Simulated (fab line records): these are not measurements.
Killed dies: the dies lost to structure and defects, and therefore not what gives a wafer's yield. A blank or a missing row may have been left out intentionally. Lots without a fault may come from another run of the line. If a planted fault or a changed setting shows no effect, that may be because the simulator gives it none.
Comparing a struck lot with a sound one    flow nand-harc    14 steps out of a route of 1302
Sound: the wafers L417.1, L417.2, L417.6. Wafers struck: L422.1, L422.5. The cause is given at the end.
Order at every step that has rows: each side's tool, ch and its chambers, its first start. Under that, the readings that differ: sound wafers    struck wafers    difference of the means    sigmas: that difference in standard deviations of wafers without a fault.
alike: readings with means less than 2 such deviations apart, plus words and numbers identical on both sides. not compared: withheld readings, readings lacking a value on some wafer, bounds such as >300 that could conceal the same value, and numbers that have no deviation in the record and whose values overlap.
A row with sigmas, a row that says differs or no value, or rows on one side alone: a step with any of these is where the two part. When numbers do not overlap yet have no deviation, they are printed without sigmas and do not part them. A reading missing from all wafers of one side parts the sides only when that side holds two or more wafers.

NHARC_P_GATE_INSPECT_28:
  sound on defect-inspect-01, day 7 22:12; struck on defect-inspect-02, day 10 01:47
  alike: raw-defect-count
NHARC_P_GATE_DESCUM_31: chemistry O2, time 3 s.
  sound on rie-diel-11 ch 0,1,2, day 7 22:16; struck on rie-diel-03 ch 0,2, day 10 01:53
  alike: drypump-motor-current-A, mfc-ar-sccm, oes-product-au, rf-vpp-V, showerhead-plenum-p-Torr, throttle-valve-pct
  not compared: rf-hours-counter-h
NHARC_P_GATE_ETCH_104: etches the open film in CF4/CHF3, target depth 60 nm.
  sound on rie-diel-11 ch 0,2,3, day 7 22:21; struck on rie-diel-03 ch 0,1, day 10 01:56
reading                sound              struck       difference  sigmas
oes-product-au (a.u.)  0.968 0.977 0.961  0.928 0.921  -0.044      -2
  alike: drypump-motor-current-A, mfc-ar-sccm, rf-vpp-V, showerhead-plenum-p-Torr, throttle-valve-pct
NHARC_P_GATE_HM_OPEN_105: chemistry O2/COS, target depth 360 nm.
  sound on rie-diel-11 ch 0,1,3; struck on rie-diel-03 ch 0,3
  alike: drypump-motor-current-A, mfc-ar-sccm, oes-product-au, rf-vpp-V, showerhead-plenum-p-Torr, throttle-valve-pct
  not compared: rf-hours-counter-h
then, 3 steps without rows for these wafers: NHARC_P_GATE_STRIP_106 (strips in O2/COS); NHARC_P_GATE_ETCH_114 (etches the open film in CF4/O2, target depth 30 nm, overetch 3 nm, time 16.5 s); NHARC_P_GATE_ETCH_32 (etches the open film in HBr/Cl2, target depth 150 nm, time 100.1 s).
NHARC_P_GATE_STRIP_108: strips in O2.
  sound on rie-diel-11 ch 0,1,3, day 7 22:56; struck on rie-diel-11 ch 0,1, day 10 02:28
  alike: drypump-motor-current-A, mfc-ar-sccm, oes-product-au, rf-vpp-V, showerhead-plenum-p-Torr, throttle-valve-pct
  not compared: rf-hours-counter-h
NHARC_P_GATE_CD_MEAS_33:
  sound on cd-sem-02, day 7 23:05; struck on cd-sem-01, day 10 02:38
  alike: cd-nm
then, 3 steps without rows for these wafers: NHARC_P_GATE_STRIP_35 (strips in SPM, time 600 s); NHARC_P_GATE_PRECLEAN_73 (cleans in SC1); NHARC_P_GATE_SRD_74.
NHARC_P_GATE_ALD_36: deposits SiNx, target thk 20 nm, pulse time 60 s, ald cycles 223.
  sound on ald-sin-03 ch 0,1, day 7 23:33; struck on ald-sin-04 ch 0,2, day 10 05:56
reading     sound        struck   difference  sigmas
ald-cycles  223 223 223  153 153  -70         
  alike: heater-power-w, precursor-pulse-height-rel
NHARC_P_GATE_ETCHBACK_37: etches the open film in CHF3/O2, target depth 34.5 nm, time 17.2 s.
  sound on rie-diel-07 ch 1,2; struck on rie-diel-07 ch 2,3
  alike: drypump-motor-current-A, mfc-ar-sccm, oes-product-au, rf-vpp-V, showerhead-plenum-p-Torr, throttle-valve-pct
  not compared: rf-hours-counter-h

## WHERE THEY PART
Only at NHARC_P_GATE_ETCH_104, as far as this record shows. Later steps at which nothing parts them and some readings are alike: NHARC_P_GATE_HM_OPEN_105, NHARC_P_GATE_STRIP_108, NHARC_P_GATE_CD_MEAS_33, NHARC_P_GATE_ALD_36, NHARC_P_GATE_ETCHBACK_37.

WHY: the cause the simulator had injected
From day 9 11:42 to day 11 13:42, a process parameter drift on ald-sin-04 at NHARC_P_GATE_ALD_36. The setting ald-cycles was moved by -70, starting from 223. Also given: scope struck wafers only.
